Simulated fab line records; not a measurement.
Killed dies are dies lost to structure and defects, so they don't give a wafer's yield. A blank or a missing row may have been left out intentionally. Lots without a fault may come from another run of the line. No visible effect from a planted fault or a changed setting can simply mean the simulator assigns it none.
What tool caused it?    flow nand_harc    45 wafers from 15 lots sampled at 2 of the route's 1302 steps

WHAT THE GAUGES READ, wafer by wafer
NHARC_P_M1_CD_MEAS_16.
lot   measured      on         cd_nm (nm)
L239  day 6 14:38   cd_sem-02  130.0 129.4 130.4
L240  day 6 20:54   cd_sem-02  128.5 129.3 128.6
L241  day 7 07:02   cd_sem-02  128.4 127.8 128.4
L242  day 7 20:58   cd_sem-03  129.7 129.3 128.8
L246  day 10 05:25  cd_sem-02  129.8 129.6 130.2
L247  day 10 06:03  cd_sem-02  129.2 129.4 129.2
L248  day 10 06:56  cd_sem-02  129.7 129.8 129.7
L253  day 12 08:36  cd_sem-02  129.0 129.3 128.6
L252  day 12 11:25  cd_sem-03  130.6 131.0 130.2
L254  day 12 22:20  cd_sem-01  130.2 130.8 130.1
L256  day 13 23:23  cd_sem-02  130.5 130.0 129.1
L258  day 14 19:28  cd_sem-02  129.3 129.0 129.8
L259  day 15 05:56  cd_sem-02  129.6 129.6 129.4
L261  day 15 20:37  cd_sem-01  128.5 128.0 128.5
L260  day 15 21:20  cd_sem-01  128.8 128.2 129.6

EACH LOT AND THE TOOL THAT RAN IT (in order: tool; ch and the chambers of the sampled wafers; start)
lot   NHARC_P_M1_DESCUM_14
L239  rie_diel-08 ch 0,2,3, day 6 14:17
L240  rie_diel-08 ch 1,2, day 6 20:35
L241  rie_diel-08 ch 1,2, day 7 06:41
L242  rie_diel-08 ch 0,2, day 7 20:40
L246  rie_diel-13 ch 0,1,2, day 10 05:04
L247  rie_diel-08 ch 1,3, day 10 05:31
L248  rie_diel-08 ch 0,1,3, day 10 06:38
L253  rie_diel-11 ch 0,1,2, day 12 08:19
L252  rie_diel-11 ch 0,1,2, day 12 11:06
L254  rie_diel-11 ch 0,1,3, day 12 22:02
L256  rie_diel-11 ch 1,2, day 13 23:04
L258  rie_diel-08 ch 0,1,2, day 14 19:10
L259  rie_diel-11 ch 0,1,2, day 15 05:38
L261  rie_diel-08 ch 1,2,3, day 15 20:20
L260  rie_diel-08 ch 0,2,3, day 15 21:02
- NHARC_P_M1_DESCUM_14: chemistry O2, time 3 s.

AS READ BY THE TOOLS THEMSELVES (means over the sampled wafers that have a number; for cases with no such wafer, the mark the record gives instead)
NHARC_P_M1_DESCUM_14.
lot   tool         chamber_pressure_mTorr (mTorr)  drypump_motor_current_A (A)  oes_product_au (a.u.)  rf_vpp_V (V)  showerhead_plenum_p_Torr (Torr)  throttle_valve_pct (%)
L239  rie_diel-08  59.97                           5.6                          0.990                  58.8          1.92                             11.318
L240  rie_diel-08  59.99                           5.8                          0.996                  57.0          1.83                             11.305
L241  rie_diel-08  59.97                           5.9                          1.002                  58.5          1.88                             11.308
L242  rie_diel-08  60.01                           5.4                          0.993                  58.1          1.94                             11.302
L246  rie_diel-13  60.02                           6.0                          1.008                  57.5          1.90                             11.302
L247  rie_diel-08  59.97                           5.7                          1.011                  57.6          1.81                             11.315
L248  rie_diel-08  60.04                           5.5                          1.002                  57.4          1.87                             11.314
L253  rie_diel-11  60.03                           5.9                          0.998                  57.7          1.91                             11.307
L252  rie_diel-11  59.95                           5.9                          0.997                  58.5          1.91                             11.317
L254  rie_diel-11  59.99                           5.9                          1.005                  58.2          1.94                             11.309
L256  rie_diel-11  59.98                           5.6                          0.995                  58.4          1.90                             11.322
L258  rie_diel-08  60.01                           5.6                          1.003                  57.4          1.88                             11.322
L259  rie_diel-11  60.01                           5.9                          0.993                  57.6          1.90                             11.317
L261  rie_diel-08  59.98                           5.8                          1.006                  58.6          1.85                             11.311
L260  rie_diel-08  59.97                           5.6                          0.997                  56.9          1.91                             11.315

THE ANSWER, worked out from the rows above alone
Rule: what is usual is taken from the lots themselves. Put in order of their means at a reading, lots are off if they are a third of the lots or fewer, leave a main group of 4 or more, and stand apart from it by a gap of 3 or more times the standard deviation of the main group's means; of several such gaps the widest counts. If all means in a main group match to the digits the tables above print for the reading, that group is not used. Also off: a lot with no number at a reading for which 4 or more lots have one. Where the step has rows for the other lots, those lots are counted as sound. Order of review: gauges by route order, followed by the tools' own readings, for which a lot's mean as printed above is used. The first step at which some lot is off is used, and at that step the reading that is off furthest; a lot without a number counts as furthest.
Across all readings shown, no lot is off: no conclusion can be drawn from this.

WHAT HAD BEEN PUT IN BY THE SIMULATOR
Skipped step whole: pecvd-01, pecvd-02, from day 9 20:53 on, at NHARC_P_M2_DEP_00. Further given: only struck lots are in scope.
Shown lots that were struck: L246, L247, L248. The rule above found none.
